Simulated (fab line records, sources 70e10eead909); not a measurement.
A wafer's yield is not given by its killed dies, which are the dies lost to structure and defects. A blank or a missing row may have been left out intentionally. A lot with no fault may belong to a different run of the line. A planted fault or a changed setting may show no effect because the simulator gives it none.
Chamber matching / flow nandHarc / 4 sister chambers for NHARC_A_DECK1_JOINT_ETCHBACK_07 on rieSi-06
The step etches the open film in HBr, target depth 105 nm, time 26.9 s. 18 wafers are shown with their chamber, then 9 later ones without.

## EACH WAFER AND ITS CHAMBER
wafer=L081.1; chamber=3; drypumpMotorCurrentA (A)=6.1; oesProductAu (a.u.)=0.994; throttleValvePct (%)=23.275
wafer=L081.3; chamber=2; drypumpMotorCurrentA (A)=5.5; oesProductAu (a.u.)=0.997; throttleValvePct (%)=23.268
wafer=L081.5; chamber=0; drypumpMotorCurrentA (A)=4.8; oesProductAu (a.u.)=0.994; throttleValvePct (%)=23.273
wafer=L081.2; chamber=1; drypumpMotorCurrentA (A)=6.1; oesProductAu (a.u.)=1.009; throttleValvePct (%)=23.260
wafer=L081.4; chamber=0; drypumpMotorCurrentA (A)=4.8; oesProductAu (a.u.)=0.987; throttleValvePct (%)=23.252
wafer=L081.6; chamber=3; drypumpMotorCurrentA (A)=6.1; oesProductAu (a.u.)=0.998; throttleValvePct (%)=23.277
wafer=L083.1; chamber=2; drypumpMotorCurrentA (A)=5.5; oesProductAu (a.u.)=0.990; throttleValvePct (%)=23.276
wafer=L083.3; chamber=3; drypumpMotorCurrentA (A)=6.1; oesProductAu (a.u.)=0.989; throttleValvePct (%)=23.260
wafer=L083.6; chamber=3; drypumpMotorCurrentA (A)=6.1; oesProductAu (a.u.)=0.996; throttleValvePct (%)=23.255
wafer=L083.2; chamber=1; drypumpMotorCurrentA (A)=6.1; oesProductAu (a.u.)=1.012; throttleValvePct (%)=23.268
wafer=L083.4; chamber=0; drypumpMotorCurrentA (A)=4.8; oesProductAu (a.u.)=0.990; throttleValvePct (%)=23.253
wafer=L083.5; chamber=0; drypumpMotorCurrentA (A)=4.8; oesProductAu (a.u.)=0.990; throttleValvePct (%)=23.277
wafer=L085.2; chamber=0; drypumpMotorCurrentA (A)=4.8; oesProductAu (a.u.)=0.991; throttleValvePct (%)=23.264
wafer=L085.3; chamber=2; drypumpMotorCurrentA (A)=5.5; oesProductAu (a.u.)=1.003; throttleValvePct (%)=23.268
wafer=L085.4; chamber=1; drypumpMotorCurrentA (A)=6.1; oesProductAu (a.u.)=1.004; throttleValvePct (%)=23.256
wafer=L088.2; chamber=2; drypumpMotorCurrentA (A)=5.4; oesProductAu (a.u.)=1.012; throttleValvePct (%)=23.281
wafer=L088.4; chamber=3; drypumpMotorCurrentA (A)=6.1; oesProductAu (a.u.)=1.000; throttleValvePct (%)=23.273
wafer=L088.6; chamber=1; drypumpMotorCurrentA (A)=6.1; oesProductAu (a.u.)=1.004; throttleValvePct (%)=23.258

SIGNATURES, as means of the wafers listed above
reading=drypumpMotorCurrentA; chamber 0=4.800; chamber 1=6.100; chamber 2=5.475; chamber 3=6.100; scatter within a chamber=0.0231
reading=oesProductAu; chamber 0=0.99040; chamber 1=1.00725; chamber 2=1.00050; chamber 3=0.99540; scatter within a chamber=0.00537
reading=throttleValvePct; chamber 0=23.26380; chamber 1=23.26050; chamber 2=23.27325; chamber 3=23.26800; scatter within a chamber=0.0089
Rule: a wafer lies at a distance from a chamber equal to the root of the sum of squares, over the readings, of (its reading less the chamber's mean, divided by the reading's scatter). If the next closest chamber is less than 2 further off than the closest, the wafer can't be placed; otherwise it belongs to the closest. The scatter is the square root of a quotient: the sum, over the shown wafers, of each reading's squared deviation from its chamber's mean, divided by wafers minus chambers.

## WAFERS WITHOUT THEIR CHAMBER
wafer=L087.1; drypumpMotorCurrentA (A)=6.1; oesProductAu (a.u.)=1.001; throttleValvePct (%)=23.273
wafer=L087.2; drypumpMotorCurrentA (A)=4.8; oesProductAu (a.u.)=0.999; throttleValvePct (%)=23.257
wafer=L087.3; drypumpMotorCurrentA (A)=5.5; oesProductAu (a.u.)=0.993; throttleValvePct (%)=23.262
wafer=L094.1; drypumpMotorCurrentA (A)=6.1; oesProductAu (a.u.)=0.996; throttleValvePct (%)=23.261
wafer=L094.2; drypumpMotorCurrentA (A)=4.8; oesProductAu (a.u.)=0.993; throttleValvePct (%)=23.248
wafer=L094.3; drypumpMotorCurrentA (A)=6.1; oesProductAu (a.u.)=1.000; throttleValvePct (%)=23.267
wafer=L095.2; drypumpMotorCurrentA (A)=5.4; oesProductAu (a.u.)=0.995; throttleValvePct (%)=23.272
wafer=L095.4; drypumpMotorCurrentA (A)=6.1; oesProductAu (a.u.)=1.012; throttleValvePct (%)=23.261
wafer=L095.5; drypumpMotorCurrentA (A)=5.4; oesProductAu (a.u.)=0.995; throttleValvePct (%)=23.247

## WHICH CHAMBER EACH ONE RAN IN
wafer=L087.1; from the rows above=can't be placed: 3 or 1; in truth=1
wafer=L087.2; from the rows above=0; in truth=0
wafer=L087.3; from the rows above=2; in truth=2
wafer=L094.1; from the rows above=can't be placed: 3 or 1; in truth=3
wafer=L094.2; from the rows above=0; in truth=0
wafer=L094.3; from the rows above=can't be placed: 3 or 1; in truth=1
wafer=L095.2; from the rows above=2; in truth=2
wafer=L095.4; from the rows above=1; in truth=1
wafer=L095.5; from the rows above=2; in truth=2
6 of 9 placed correctly. Unplaceable from these rows: 3, with the true chamber sitting among the candidates in 3. Number placed wrongly: 0.
